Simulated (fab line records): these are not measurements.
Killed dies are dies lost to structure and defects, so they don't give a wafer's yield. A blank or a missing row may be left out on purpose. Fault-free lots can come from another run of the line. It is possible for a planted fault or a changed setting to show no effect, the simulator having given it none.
What tool caused it? + flow nand harc + Sampling: 6 lots, 18 wafers, 4 of 1302 route steps

## WHAT THE GAUGES SHOWED, per wafer
NHARC_END_SORT_01.
| lot  | measured     | on        | killed at other |
|------|--------------|-----------|-----------------|
| L681 | day 25 14:29 | prober-02 | 0 1 0           |
| L687 | day 27 21:37 | prober-02 | 0 0 0           |
| L689 | day 28 10:59 | prober-02 | 2 3 2           |
| L695 | day 30 14:07 | prober-01 | 0 0 0           |
| L700 | day 32 18:13 | prober-01 | 0 0 0           |
| L702 | day 33 05:57 | prober-02 | 0 0 0           |

## WHICH TOOL RAN EACH LOT (tool, then ch and the chambers of the sampled wafers, then the start)
| lot  | NHARC_P_M1_PVD_21                       | NHARC_P_M2_EXPOSE_06               | NHARC_P_M2_DESCUM_14               |
|------|-----------------------------------------|------------------------------------|------------------------------------|
| L681 | pvd sputter-01, day 6 23:08 or earlier  | arfi scanner-03 ch 0, day 7 00:26  | rie diel-10 ch 1,2,3, day 7 00:46  |
| L687 | pvd sputter-01, day 9 11:56 or earlier  | arfi scanner-03 ch 0, day 9 13:15  | rie diel-07 ch 0,1,3, day 9 13:35  |
| L689 | pvd sputter-01, day 10 08:01 or earlier | arfi scanner-03 ch 0, day 10 09:18 | rie diel-10 ch 0,2,3, day 10 09:37 |
| L695 | pvd sputter-03, day 12 21:14 or earlier | arfi scanner-02 ch 0, day 12 22:37 | rie diel-05 ch 0,1,2, day 12 22:58 |
| L700 | pvd sputter-03, day 14 13:08 or earlier | arfi scanner-02 ch 0, day 14 14:33 | rie diel-05 ch 2,3, day 14 14:53   |
| L702 | pvd sputter-01, day 15 08:31 or earlier | arfi scanner-02 ch 0, day 15 09:48 | rie diel-10 ch 1,2,3, day 15 10:07 |
- NHARC_P_M1_PVD_21: deposits Cu, target thk 30 nm, time 20.49 s.
- NHARC_P_M2_EXPOSE_06: exposes mask P M2, target cd 170 nm.
- NHARC_P_M2_DESCUM_14: chemistry O2, time 3 s.

## THE ANSWER, worked out from the rows above alone
Rule: the usual values come from the lots themselves. The widest of any qualifying gaps counts: lots, ordered by their means at a reading, are off when they make up no more than a third of the lots, leave a main group of 4 or more, and stand apart from it by 3 or more times the standard deviation of that group's means. A main group is skipped when, at the precision printed for the reading in the tables above, its means are all equal. Also off: a lot with no number at a reading for which 4 or more lots have one. The other lots that the step has rows for count as sound.
No lot is off at any reading shown: from this, nothing can be told.

## WHAT THE SIMULATOR HAD INSERTED
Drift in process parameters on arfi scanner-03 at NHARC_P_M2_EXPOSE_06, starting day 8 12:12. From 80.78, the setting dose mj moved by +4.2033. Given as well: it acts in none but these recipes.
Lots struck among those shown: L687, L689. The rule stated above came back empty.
